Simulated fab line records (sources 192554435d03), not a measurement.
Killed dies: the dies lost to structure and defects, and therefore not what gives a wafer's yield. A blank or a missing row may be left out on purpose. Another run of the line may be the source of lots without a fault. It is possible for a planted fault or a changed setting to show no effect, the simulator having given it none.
Split-lot trial    flow n5Finfet    7 lots, 39 wafers read, on a route of 1938 steps

== ABOUT THE SPLIT ==
At N5_BEOL_M1_ILD_DEP_00 (deposits SiOC from DEMS/O2, target thk 79 nm, time 15.3 s), the setting targetThkA was moved away from the recipe's 790 angstrom on 9 of the 39 wafers read, by +16.4% to +54.1%. All remaining wafers had this setting at the recipe value.

Split to reading: the file shows no intervening step.

== THE READING ==
Values of M1_ILD_THK in nm from N5_BEOL_M1_THK_MEAS_01. A value of 79.5 nm with a standard deviation of 1.3 nm is what fault-free wafers of this fab line usually give.

wafer   tool, chamber at the split  targetThkA as run, angstrom  against the recipe  M1_ILD_THK, nm  against lot-mates on the recipe
L077.1  pecvd-02, 1                 790                          recipe              77.7            -
L077.2  pecvd-02, 2                 1217                         +54.1%              120.0           +41.1
L077.3  pecvd-02, 0                 790                          recipe              79.1            -
L077.4  pecvd-02, 2                 1217                         +54.1%              121.2           +42.3
L077.5  pecvd-02, 1                 1217                         +54.1%              120.9           +42.0
L077.6  pecvd-02, 0                 790                          recipe              80.0            -
L080.1  pecvd-02, 2                 919.2                        +16.4%              90.8            +11.3
L080.2  pecvd-02, 0                 790                          recipe              79.0            -
L080.3  pecvd-02, 1                 919.2                        +16.4%              90.6            +11.1
L080.4  pecvd-02, 2                 790                          recipe              79.1            -
L080.5  pecvd-02, 1                 919.2                        +16.4%              92.1            +12.6
L080.6  pecvd-02, 0                 790                          recipe              80.4            -
L081.1  pecvd-01, 2                 790                          recipe              79.4            -
L081.2  pecvd-01, 1                 790                          recipe              79.9            -
L081.3  pecvd-01, 0                 790                          recipe              79.8            -
L081.4  pecvd-01, 2                 790                          recipe              80.1            -
L081.5  pecvd-01, 0                 790                          recipe              81.5            -
L081.6  pecvd-01, 1                 790                          recipe              80.6            -
L084.1  pecvd-01, 1                 790                          recipe              80.5            -
L084.2  pecvd-01, 2                 790                          recipe              79.5            -
L084.3  pecvd-01, 0                 790                          recipe              80.6            -
L084.4  pecvd-01, 2                 790                          recipe              81.7            -
L084.5  pecvd-01, 0,1               790                          recipe              81.8            -
L084.6  pecvd-01, 0,1               790                          recipe              81.8            -
L087.1  pecvd-02, 0                 790                          recipe              78.7            -
L087.2  pecvd-02, 1                 790                          recipe              76.4            -
L087.3  pecvd-02, 2                 790                          recipe              76.7            -
L091.1  pecvd-01, 2                 790                          recipe              79.8            -
L091.2  pecvd-01, 1                 1129                         +42.9%              113.6           +33.0
L091.3  pecvd-01, 0                 790                          recipe              80.6            -
L091.4  pecvd-01, 1                 1129                         +42.9%              114.6           +34.0
L091.5  pecvd-01, 0                 790                          recipe              81.4            -
L091.6  pecvd-01, 2                 1129                         +42.9%              113.4           +32.8
L093.1  pecvd-01, 2                 790                          recipe              78.3            -
L093.2  pecvd-01, 1                 790                          recipe              77.9            -
L093.3  pecvd-01, 0                 790                          recipe              78.9            -
L093.4  pecvd-01, 1                 790                          recipe              79.2            -
L093.5  pecvd-01, 0                 790                          recipe              79.9            -
L093.6  pecvd-01, 2                 790                          recipe              78.6            -
Where a row lists several chambers, the file gives one row for several wafers and doesn't say which wafer went through which chamber.

FIT RESULTS
A straight line over all 39 wafers: M1_ILD_THK changes by +0.772 nm for each +1% of targetThkA; r = +1.00; the points scatter about the line by 1.4 nm.
The same after taking each lot's own level away (the mean of its wafers on the recipe; 39 wafers): +0.772 nm for each +1%; r = +1.00; scatter 0.8 nm.
The reading moves by 42 nm for the largest change in targetThkA, on that fit.
Across the lots, their own levels run from 77.27 to 80.98 nm, a range of 2.9 times the standard deviation given above.
The two slopes are in agreement: the lot-to-lot level therefore moves the slope only a little.
Check: for one of the wafers moved furthest among these (+54.1%), held out of the fit, the line's prediction against its lot-mates is +41.8 nm. Against them it came out at +41.1 nm.

== OTHER SPLITS ON THESE WAFERS ==
Other splits were also applied to these wafers ahead of the reading. Each is held against what the fit with the lots' levels taken away leaves over:
other split on the same wafers         wafers away from the commonest value  r with M1_ILD_THK (lot level and that fit taken away)
N5_DUMMY_GATE_CVD_03 targetThkA        30                                    -0.10
N5_SDB_HM_DEP_00 targetThkA            15                                    +0.00
N5_MOL_CONTACT_COAG_ALD_131 aldCycles  12                                    -0.05

== THE WHOLE CHAIN: every reading that the file lists as answering this split, in the file's order ==
step                    what it does                                               reading                                                                            change (the file's fit)               r (the file's)
N5_BEOL_M1_ILD_DEP_00   deposits SiOC from DEMS/O2, target thk 79 nm, time 15.3 s  SiOC_of_BEOL_M1_ILD_DEP_00.thkNm (the simulator's own value, which no gauge read)  +0.77 nm for each +1% of the setting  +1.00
N5_BEOL_M1_THK_MEAS_01                                                             M1_ILD_THK                                                                         +0.771 for each +1% of the setting    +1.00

== THE FILE'S OWN FIT ==
M1_ILD_THK changes by +0.771 nm for each +1% of targetThkA, r = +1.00.
